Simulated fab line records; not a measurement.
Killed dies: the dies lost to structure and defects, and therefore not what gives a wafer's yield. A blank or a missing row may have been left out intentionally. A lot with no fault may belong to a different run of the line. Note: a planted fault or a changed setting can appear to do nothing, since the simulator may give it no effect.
fab line records | flow nand-harc
record lots=7 wafers=21 last-day=24
route steps=1159 shown A_CONTACT@947 END@1159
lots that met no fault: taken from a fault-free run of the same line
start-h: the number of hours between the record's first day and the start of the first shown wafer of the lot | wait-h: hours elapsed since this lot's preceding step | " identical to the entry in the row above | L1.1+2: a row that stands for several wafers | - no value present, or no start provided | * or withheld: withheld | < > ~ a bound
route shown NAME@n: a module of which the file shows steps, and the number in the route of the first | usual: mean/standard deviation taken from wafers without a fault | same: alike in all rows | chamber/n: place in a boat | sites: the reading at each site | _std_site: the values' standard deviation | _edge_site: the outer-site mean with the inner-site mean subtracted | radius-mm: how far each site lies from the wafer's centre | mask NAME#n: copy n | behind: tool/chamber where the wafer was last shaped | hold: reason for holding the lot/hours on hold/outcome of the hold | device: the transistor (n, p or np) that didn't switch | end of line: the same wafers' tests at the end of the route | a step given without rows: its recipe and nothing more | killed: the dies lost at the first sort to structure and to defects; this is not the yield of the wafer | map: the dies of a wafer, with x for killed, . for not killed, _ for no die there
set.NAME: the run value of the setting; set.NAME@STEP: its run value at that earlier step | model.NAME: the simulator's own value behind a step, which no gauge read
a table for each step, a row for each wafer; lots at some steps of the route
services: a tool's chamber out of use, with start hour (start-h, from the record's first day; less than 0 if before it), hours out, and reason
## steps
# step NHARC_A_CONTACT_ETCH_138
# recipe source-w=withheld pressure-mtorr=20 bias-v=3000 time-s=132 target-depth-a=12890 ar-flow-sccm=withheld c4f8-flow-sccm=withheld o2-flow-sccm=withheld chemistry=C4F8/O2/Ar
# step NHARC_A_CONTACT_ETCH_139
# recipe source-w=withheld pressure-mtorr=20 bias-v=400 time-s=137 target-depth-a=5900 ar-flow-sccm=withheld c4f8-flow-sccm=11.5 o2-flow-sccm=7.2 chemistry=C4F8/O2/Ar
# usual oes-air-line-au=1.000/0.022
# columns lot.wafer tool chamber start-h wait-h oes-air-line-au rf-hours-counter-h
L897.2 har-cap-etch-02 0 397.76 0.1 0.973 16
L897.1 " 1 " " 1.013 16
L897.4 " 0 " " 0.983 -
L901.2 har-cap-etch-02 1 402.02 0.1 1.033 17
L901.3 " 0 " " 1.015 -
L901.4 " 1 " " 1.035 -
L900.1 har-cap-etch-03 1 403.25 0.1 0.990 86
L900.3 " 0 " " 1.012 -
L900.6 " 0 " " 1.009 -
L902.4 har-cap-etch-02 0 422.93 0.1 0.994 -
L902.6 " 0 " " 1.010 -
L902.5 " 1 " " 1.019 -
L909.1 har-cap-etch-03 1 464.17 0.1 0.981 99
L909.2 " 0 " " 0.979 99
L909.4 " 1 " " 0.997 -
L916.4 har-cap-etch-02 0 506.76 0.2 0.963 -
L916.6 " 1 " " 1.008 -
L916.5 " 0 " " 0.976 -
L915.2 har-cap-etch-01 1 509.93 0.1 0.999 78
L915.1 " 0 " " 1.020 78
L915.6 " 1 " " 0.995 -
# step NHARC_A_CONTACT_ETCH_92
# recipe target-depth-a=400 over-etch-frac=0.5 time-s=85.7 ion-energy-ev=120 ch3f-flow-sccm=50 o2-flow-sccm=30 ar-flow-sccm=200 rf-w=500 bias-w=100 chemistry=CH3F/O2
# usual drypump-motor-current-A=5.6/0.46 o2-flow-sccm=30.00/0.087 oes-product-au=0.93/0.033 rf-vpp-V=244.8/2 showerhead-plenum-p-Torr=2.50/0.13 throttle-valve-pct=20.662/0.0094
# columns lot.wafer tool chamber start-h wait-h drypump-motor-current-A o2-flow-sccm oes-product-au rf-hours-counter-h rf-vpp-V showerhead-plenum-p-Torr throttle-valve-pct
L897.1 rie-diel-13 3 398.18 0.3 4.8 29.95 0.93 23 241.7 2.27 20.662
L897.2 " 0 " " 6.1 30.00 0.92 25 243.0 2.35 20.670
L897.4 " 0 " " 6.1 29.93 0.91 - 242.5 2.35 20.636
L901.2 rie-diel-01 0 402.40 0.3 5.8 29.95 0.92 24 247.0 2.65 20.670
L901.3 " 1 " " 5.2 29.95 0.92 23 246.6 2.63 20.665
L901.4 " 3 " " 5.0 30.07 0.92 24 244.8 2.55 20.665
L900.1 rie-diel-01 2 403.65 0.4 6.4 30.06 0.99 22 246.6 2.58 20.661
L900.3 " 3 " " 5.0 30.16 0.99 24 246.0 2.55 20.674
L900.6 " 2 " " 6.3 30.01 0.98 - 245.5 2.58 20.646
L902.4 rie-diel-13 2 423.30 0.3 5.8 29.95 0.93 25 242.1 2.28 20.665
L902.6 " 3 " " 4.8 30.10 0.95 - 241.4 2.27 20.653
L902.5 " 0 " " 6.1 29.91 0.94 - 242.6 2.35 20.670
L909.4 rie-diel-13 2 464.58 0.3 5.8 30.05 0.92 1 245.4 2.66 20.674
L909.1 " 3 " " 4.8 30.00 0.93 1 247.2 2.66 20.665
L909.2 " 0 " " 6.1 30.13 0.91 1 243.2 2.35 20.660
L916.4 rie-diel-03 1 507.06 0.3 5.6 29.99 0.92 44 244.5 2.36 20.664
L916.5 " 0 " " 5.7 30.01 0.93 - 243.3 2.48 20.673
L916.6 " 1 " " 5.6 29.90 0.94 - 243.4 2.36 20.667
L915.1 rie-diel-01 1 510.33 0.3 5.2 29.92 1.00 0 245.8 2.61 20.655
L915.2 " 3 " " 5.1 29.99 1.01 0 244.1 2.53 20.652
L915.6 " 2 " " 6.3 29.99 0.99 - 246.4 2.57 20.657
# step NHARC_A_CONTACT_ETCH_98
# recipe target-depth-a=200 over-etch-frac=0.5 time-s=10 ion-energy-ev=250 c4f6-flow-sccm=25 o2-flow-sccm=20 ar-flow-sccm=500 rf-w=600 bias-w=500 chemistry=C4F6/O2
# step NHARC_A_CONTACT_CD_MEAS_15
# usual cd-nm=89.9/0.71
# columns lot.wafer tool chamber start-h wait-h cd-nm
L897.1 cd-sem-03 - 398.43 - 90.7
L897.2 " - " " 90.2
L897.4 " - " " 91.0
L901.2 cd-sem-02 - 402.62 - 90.2
L901.3 " - " " 90.1
L901.4 " - " " 88.4
L900.1 cd-sem-02 - 403.87 - 89.6
L900.3 " - " " 88.1
L900.6 " - " " 89.0
L902.4 cd-sem-02 - 423.48 - 89.3
L902.5 " - " " 89.8
L902.6 " - " " 88.6
L909.1 cd-sem-03 - 464.80 - 90.2
L909.2 " - " " 91.0
L909.4 " - " " 89.8
L916.4 cd-sem-01 - 507.27 - 89.7
L916.5 " - " " 91.0
L916.6 " - " " 89.0
L915.1 cd-sem-02 - 510.55 - 88.4
L915.2 " - " " 88.5
L915.6 " - " " 89.3
# step NHARC_A_CONTACT_STRIP_107
# recipe n2-flow-sccm=150 h2-flow-sccm=150 ar-flow-sccm=0 bias-w=0 chemistry=N2/H2
# step NHARC_A_CONTACT_STRIP_108
# recipe cf4-flow-sccm=100 chf3-flow-sccm=30 ar-flow-sccm=0 bias-w=0 chemistry=CF4/CHF3
# step NHARC_A_CONTACT_STRIP_109
# recipe o2-flow-sccm=400 cos-flow-sccm=20 ar-flow-sccm=0 bias-w=0 chemistry=O2/COS
# step NHARC_A_CONTACT_ETCH_110
# recipe target-depth-a=500 overetch-a=50 time-s=27.5 ion-energy-ev=100 cf4-flow-sccm=80 o2-flow-sccm=20 ar-flow-sccm=0 rf-w=300 bias-w=100 chemistry=CF4/O2
# usual drypump-motor-current-A=5.6/0.43 o2-flow-sccm=20.00/0.061 oes_f_703_au=1.000/0.0045 oes-product-au=0.995/0.012 rf-vpp-V=198.0/1.7 showerhead-plenum-p-Torr=1.34/0.069 throttle-valve-pct=13.398/0.0083
# columns lot.wafer tool chamber start-h wait-h drypump-motor-current-A o2-flow-sccm oes_f_703_au oes-product-au rf-hours-counter-h rf-vpp-V showerhead-plenum-p-Torr throttle-valve-pct
L897.2 rie-diel-13 3 399.02 0.2 4.8 20.00 1.003 0.994 23 194.7 1.23 13.406
L897.1 " 1 " " 5.9 19.97 0.997 1.001 26 197.9 1.39 13.395
L897.4 " 1 " " 5.9 19.96 0.996 1.006 - 198.8 1.39 13.396
L901.3 rie-diel-03 0 403.21 0.1 5.7 20.01 0.995 0.991 1 199.2 1.35 13.399
L901.4 " 1 " " 5.7 19.96 1.003 1.009 1 196.9 1.29 13.396
L901.2 " 3 " " 5.6 19.91 0.995 1.002 1 197.9 1.31 13.419
L900.3 rie-diel-01 3 404.17 0.1 5.0 20.08 0.994 0.987 24 199.5 1.39 13.414
L900.1 " 1 " " 5.2 20.01 0.993 0.988 23 200.6 1.43 13.400
L900.6 " 2 " " 6.3 20.05 1.000 0.981 - 200.7 1.40 13.396
L902.4 rie-diel-13 1 423.86 0.1 5.9 19.91 1.003 1.001 29 199.1 1.39 13.409
L902.6 " 2 " " 5.8 20.04 1.002 0.999 - 196.3 1.24 13.382
L902.5 " 3 " " 4.8 19.95 0.998 0.995 - 195.4 1.23 13.396
L909.1 rie-diel-13 0 465.16 0.1 6.1 19.95 0.996 0.998 1 197.2 1.27 13.393
L909.2 " 1 " " 5.9 20.04 0.995 0.988 1 198.9 1.39 13.385
L909.4 " 3 " " 4.8 19.91 0.995 1.001 1 201.1 1.45 13.411
L916.4 rie-diel-03 3 507.57 0.1 5.6 20.10 1.004 1.007 40 198.3 1.30 13.393
L916.5 " 0 " " 5.7 20.07 1.004 0.985 - 197.8 1.35 13.395
L916.6 " 1 " " 5.6 19.99 0.994 1.012 - 196.2 1.28 13.400
L915.1 rie-diel-13 3 511.62 0.1 4.8 19.86 1.001 0.991 9 199.3 1.44 13.392
L915.2 " 0 " " 6.1 19.95 1.005 0.989 11 196.6 1.27 13.397
L915.6 " 2 " " 5.8 20.03 1.000 0.990 - 199.7 1.44 13.402
# step NHARC_A_CONTACT_STRIP_26
# recipe o2-flow-sccm=500 ar-flow-sccm=0 bias-w=0 chemistry=O2
# usual drypump-motor-current-A=5.7/0.42 o2-flow-sccm=500.2/1.4 oes-product-au=0.995/0.012 rf-vpp-V=58.0/0.99 showerhead-plenum-p-Torr=3.56/0.17 throttle-valve-pct=17.037/0.0086
# columns lot.wafer tool chamber start-h wait-h drypump-motor-current-A o2-flow-sccm oes-product-au rf-hours-counter-h rf-vpp-V showerhead-plenum-p-Torr throttle-valve-pct
L897.2 rie-diel-13 3 - - 4.8 501.5 0.993 23 57.5 3.26 17.040
L897.1 " 0 " " 6.1 501.8 1.006 25 58.2 3.38 17.048
L897.4 " 1 " " 5.9 498.8 1.008 - 59.6 3.67 17.028
L901.2 rie-diel-03 1 - - 5.7 501.5 1.007 1 57.9 3.41 17.028
L901.4 " 2 " " 5.5 498.6 1.022 1 57.9 3.59 17.030
L901.3 " 0 " " 5.7 499.4 0.978 1 57.7 3.58 17.038
L900.3 rie-diel-01 2 - - 6.3 501.2 0.980 23 58.2 3.70 17.035
L900.1 " 0 " " 5.8 499.3 1.000 24 57.9 3.79 17.022
L900.6 " 2 " " 6.3 500.9 0.971 - 61.4 3.70 17.023
L902.4 rie-diel-13 3 - - 4.8 498.1 0.985 27 57.4 3.26 17.039
L902.5 " 0 " " 6.1 502.1 0.987 - 59.1 3.37 17.045
L902.6 " 1 " " 5.9 502.0 0.999 - 58.6 3.67 17.034
L909.4 rie-diel-13 2 - - 5.8 498.9 0.992 1 59.0 3.81 17.032
L909.2 " 3 " " 4.8 499.8 0.994 1 57.3 3.81 17.040
L909.1 " 0 " " 6.1 500.9 0.987 1 57.8 3.37 17.044
L916.4 rie-diel-03 0 - - 5.7 500.4 0.998 39 58.1 3.56 17.038
L916.5 " 0 " " 5.7 501.8 1.003 - 57.5 3.56 17.022
L916.6 " 1 " " 5.7 500.4 1.016 - 57.6 3.39 17.030
L915.1 rie-diel-13 2 - - 5.8 497.7 0.979 10 58.7 3.80 17.030
L915.2 " 3 " " 4.8 499.9 0.984 9 59.6 3.80 17.039
L915.6 " 1 " " 5.9 502.1 0.978 - 58.5 3.66 17.038
# step NHARC_A_CONTACT_STRIP_27
# recipe time-s=600 temp-c=30 chemistry=post-etch-residue-remover
# step NHARC_A_CONTACT_ALD_18
# recipe target-thk-a=30 pulse-time-s=1 ald-cycles=150 temp-c=450 material=TiN
# usual heater-power-w=1115/99 precursor-pulse-height-rel=1.001/0.02
# columns lot.wafer tool chamber start-h wait-h heater-power-w precursor-pulse-height-rel since-wet-clean-h
L897.4 ald-metal-04 3 399.73 - 1096 1.006 162
L897.1 " 0 " " 916 1.007 162
L897.2 " 1 " " 1290 0.972 162
L901.2 ald-metal-02 3 403.87 - 1073 1.017 30
L901.3 " 0 " " 1149 0.992 30
L901.4 " 1 " " 1051 0.977 30
L900.3 ald-metal-04 0 404.84 - 925 1.018 167
L900.1 " 1 " " 1263 0.995 167
L900.6 " 0 " " 928 1.028 -
L902.4 ald-metal-01 0 424.52 - 1090 1.019 135
L902.5 " 3 " " 1254 1.028 -
L902.6 " 0 " " 1117 0.996 -
L909.4 ald-metal-04 0 465.83 - 956 0.981 50
L909.1 " 1 " " 1206 1.008 50
L909.2 " 2 " " 1008 1.030 50
L916.4 ald-metal-01 2 508.22 - 1143 0.989 40
L916.6 " 1 " " 1237 0.981 -
L916.5 " 2 " " 1159 1.022 -
L915.2 ald-metal-01 2 512.28 - 1167 1.026 44
L915.1 " 1 " " 1212 0.972 44
L915.6 " 2 " " 1157 1.021 -
# step NHARC_A_CONTACT_CVD_19
# recipe target-thk-a=3000 temp-c=300 pressure-torr=40 wf6-flow-sccm=40 h2-flow-sccm=1600 ar-flow-sccm=1560 time-s=802 material=W
# usual heater-power-w=512/74 throttle-valve-pct=7.68/0.24
# columns lot.wafer tool chamber start-h wait-h heater-power-w since-wet-clean-h throttle-valve-pct
L897.1 cvd-w-02 1 399.93 - 592 7 7.37
L897.2 " 0 " " 456 7 7.95
L897.4 " 1 " " 602 - 7.51
L901.2 cvd-w-01 0 404.18 - 510 95 7.38
L901.3 " 1 " " 414 - 7.82
L901.4 " 0 " " 497 - 7.37
L901.2 cvd-w-01 0 405.18 0.9 511 - 7.49
L901.3 " 1 " " 424 - 7.99
L901.4 " 0 " " 504 - 7.51
L900.1 cvd-w-02 1 405.18 - 612 12 7.70
L900.3 " 1 " " 599 - 7.69
L900.6 " 1 " " 591 - 7.52
L900.1 cvd-w-02 1 406.16 0.9 589 - 7.76
L900.3 " 1 " " 585 - 7.57
L900.6 " 1 " " 607 - 7.50
L902.4 cvd-w-02 0 427.16 - 454 - 7.82
L902.6 " 1 " " 591 - 7.43
L902.5 " 0 " " 460 - 7.58
L902.4 cvd-w-02 0 428.15 0.9 450 - 7.70
L902.6 " 1 " " 589 - 7.93
L902.5 " 0 " " 453 - 7.53
L909.1 cvd-w-01 0 467.44 - 504 159 7.32
L909.2 " 1 " " 420 159 7.73
L909.4 " 1 " " 418 - 7.95
L916.4 cvd-w-01 0 508.66 - 519 - 7.05
L916.6 " 0 " " 537 - 6.92
L916.5 " 1 " " 404 - 7.78
L915.2 cvd-w-02 1 517.51 - 596 125 7.60
L915.1 " 0 " " 468 125 7.87
L915.6 " 1 " " 603 - 7.75
# step NHARC_A_CONTACT_CMP_20
# recipe t-overpolish-s=30 target-thk-nm=300
# usual motor-current-A=11.9/1.2 overpolish-run-s=30.000/0.0086 time-to-endpoint-s=59/4
# columns lot.wafer tool chamber start-h wait-h motor-current-A overpolish-run-s time-to-endpoint-s
L897.1 cmp-03 2 400.85 0.8 12.5 29.990 60
L897.4 " 3 " " 12.4 29.992 62
L897.2 " 0 " " 14.0 30.000 63
L901.2 cmp-02 1 406.11 0.8 12.5 29.989 128
L901.3 " 2 " " 12.3 30.000 122
L901.4 " 3 " " 11.2 30.004 117
L900.1 cmp-02 2 407.02 0.7 12.2 29.997 122
L900.3 " 3 " " 11.4 29.984 119
L900.6 " 3 " " 12.1 29.985 115
L902.4 cmp-02 1 429.01 0.7 12.3 30.001 124
L902.5 " 1 " " 12.4 30.000 129
L902.6 " 2 " " 12.0 30.004 118
L909.2 cmp-04 2 468.50 0.8 9.2 29.996 58
L909.1 " 3 " " 12.5 30.005 58
L909.4 " 0 " " 11.7 29.987 61
L916.4 cmp-04 3 509.31 0.5 13.0 30.000 54
L916.6 " 3 " " 12.2 29.997 58
L916.5 " 0 " " 12.4 30.002 58
L915.2 cmp-02 2 518.45 0.8 12.1 29.997 55
L915.1 " 3 " " 11.3 29.987 53
L915.6 " 1 " " 11.4 30.013 60
# step NHARC_END_SORT_01
# recipe temp-c=25
# usual killed-at-array=27/10 killed-at-other=0.6/0.96 killed-at-periphery=3.4/2.7 killed-dies=31/10 killed-open=2.9/1.8 killed-short=1.8/1.4
# same gross-dies=677
# columns lot.wafer tool chamber start-h wait-h killed-at-array killed-at-other killed-at-periphery killed-dies killed-open killed-short
L900.1 prober-02 0 464.88 2.5 33 2 1 36 5 1
L900.3 prober-02 0 466.48 3.1 24 1 3 28 5 1
L900.6 prober-02 0 468.88 4.0 21 1 2 24 3 1
L902.4 prober-01 0 483.46 3.4 39 0 3 42 2 6
L902.5 prober-01 0 484.25 3.7 37 0 5 42 5 0
L902.6 prober-01 0 485.05 4.0 35 0 2 37 3 3
L901.2 prober-01 0 491.97 2.8 13 1 4 18 2 1
L901.3 prober-01 0 492.77 3.1 12 0 3 15 3 1
L901.4 prober-01 0 493.58 3.4 19 0 8 27 1 0
# killed by level:class
L900.1 A_CHANNEL_HOLE_D1:chamber-film-flake=16 A_CONTACT:chamber-film-flake=7 A_STAIRCASE:chamber-film-flake=6 A_CHANNEL_FILL_D1:geometric-particle:open=2 P_CONTACT:geometric-particle:open=1 A_CHANNEL_FILL_D1:geometric-particle:short=1 A_CONTACT:geometric-particle:open=1 STARTING-WAFER:geometric-particle:open=1
L900.3 A_CHANNEL_HOLE_D1:chamber-film-flake=11 A_CONTACT:chamber-film-flake=6 P_GATE:geometric-particle:open=2 A_STAIRCASE:chamber-film-flake=2 A_CHANNEL_FILL_D1:geometric-particle:open=1 A_CHANNEL_FILL_D1:geometric-particle:short=1 A_WL_FILL:geometric-particle:open=1 A_M1:geometric-particle:open=1
L900.6 A_CHANNEL_HOLE_D1:chamber-film-flake=12 A_STAIRCASE:chamber-film-flake=4 A_CONTACT:chamber-film-flake=3 P_CONTACT:geometric-particle:open=1 P_M1:geometric-particle:open=1 A_CHANNEL_FILL_D1:geometric-particle:short=1 A_M0:geometric-particle:open=1 THIN_TSV:chamber-film-flake=1
L902.4 A_CHANNEL_HOLE_D1:chamber-film-flake=13 A_SLIT:chamber-film-flake=7 A_BLC:chamber-film-flake=6 P_GATE:chamber-film-flake=3 A_CHANNEL_FILL_D1:geometric-particle:short=2 A_CONTACT:geometric-particle:open=2 A_STAIRCASE:chamber-film-flake=2 A_WL_FILL:chamber-film-flake=2
L902.5 A_CHANNEL_HOLE_D1:chamber-film-flake=18 A_SLIT:chamber-film-flake=8 A_STAIRCASE:chamber-film-flake=4 P_GATE:chamber-film-flake=3 A_BLC:chamber-film-flake=3 A_CONTACT:geometric-particle:open=2 P_CONTACT:geometric-particle:open=1 P_M0:geometric-particle:open=1
L902.6 A_CHANNEL_HOLE_D1:chamber-film-flake=12 A_SLIT:chamber-film-flake=9 A_STAIRCASE:chamber-film-flake=4 A_WL_FILL:chamber-film-flake=3 A_BLC:geometric-particle:open=2 A_CONTACT:chamber-film-flake=2 P_GATE:geometric-particle:short=1 A_SOURCE_PLATE:geometric-particle:short=1
L901.2 A_CHANNEL_HOLE_D1:chamber-film-flake=4 P_CONTACT:chamber-film-flake=3 A_STAIRCASE:chamber-film-flake=2 A_CONTACT:chamber-film-flake=2 A_CHANNEL_FILL_D1:geometric-particle:short=1 A_CONTACT:geometric-particle:open=1 A_M0:geometric-particle:open=1 P_ZERO_WELL:chamber-film-flake=1
L901.3 A_CHANNEL_HOLE_D1:chamber-film-flake=5 P_CONTACT:chamber-film-flake=2 A_STAIRCASE:chamber-film-flake=2 P_GATE:geometric-particle:open=1 A_M1:chamber-film-flake=1 A_CHANNEL_FILL_D1:geometric-particle:open=1 A_WL_FILL:geometric-particle:short=1 A_BLC:geometric-particle:open=1
L901.4 P_CONTACT:chamber-film-flake=8 A_STAIRCASE:chamber-film-flake=8 A_CONTACT:chamber-film-flake=5 A_CHANNEL_HOLE_D1:chamber-film-flake=4 A_BLC:geometric-particle:open=1 A_SLIT:chamber-film-flake=1
## services
# columns tool chamber start-h hours kind
ald-metal-04 - 376.35 1.4 repair
cvd-w-02 - 380.12 13.0 pm
cmp-03 - 384.04 1.6 repair
cmp-02 - 391.04 3.0 repair
rie-diel-03 - 392.35 9.0 pm
cmp-04 - 399.31 4.0 pm
ald-metal-04 2 401.75 31.6 repair
ald-metal-04 - 406.00 10.0 pm
rie-diel-13 3 413.15 4.2 repair
cmp-02 - 422.50 4.0 pm
rie-diel-03 0 446.08 1.9 repair
rie-diel-13 - 453.23 9.0 pm
ald-metal-01 - 458.02 10.0 pm
ald-metal-04 1 467.59 3.9 repair
cmp-02 - 468.32 0.9 repair
cmp-02 - 473.66 3.9 repair
cvd-w-01 - 476.88 13.0 pm
cmp-04 - 481.20 1.2 repair
rie-diel-01 - 487.43 0.3 repair
cmp-04 - 497.31 4.0 pm
har-cap-etch-01 - 499.91 7.8 repair
ald-metal-01 - 500.00 0.3 repair
rie-diel-01 - 500.45 9.0 pm
cmp-04 - 509.81 0.3 repair
## key
first-sign step=NHARC_A_CONTACT_CVD_19 reading=visit direction=added
effect step=NHARC_A_CONTACT_CMP_20 reading=time-to-endpoint-s direction=up sigmas=16 usual=* struck=*
met-at NHARC_A_CONTACT_CVD_19
struck-wafers L900.1,L900.3,L900.6,L901.2,L901.3,L901.4,L902.4,L902.5,L902.6
tester-left-out L900,L901,L902
fault kind=repeated-step-whole tool=cvd-w-01,cvd-w-02 chamber=- onset-h=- steps=NHARC_A_CONTACT_CVD_19 times=1 scope=struck-lots-only
# tester-left-out: of these lots the tester's yield and bins aren't shown, on N5 and GAA mostly nor the transistor test; their killed dies are dies lost to structure and defects alone, not to doping, threshold or leakage, so they don't give the yield
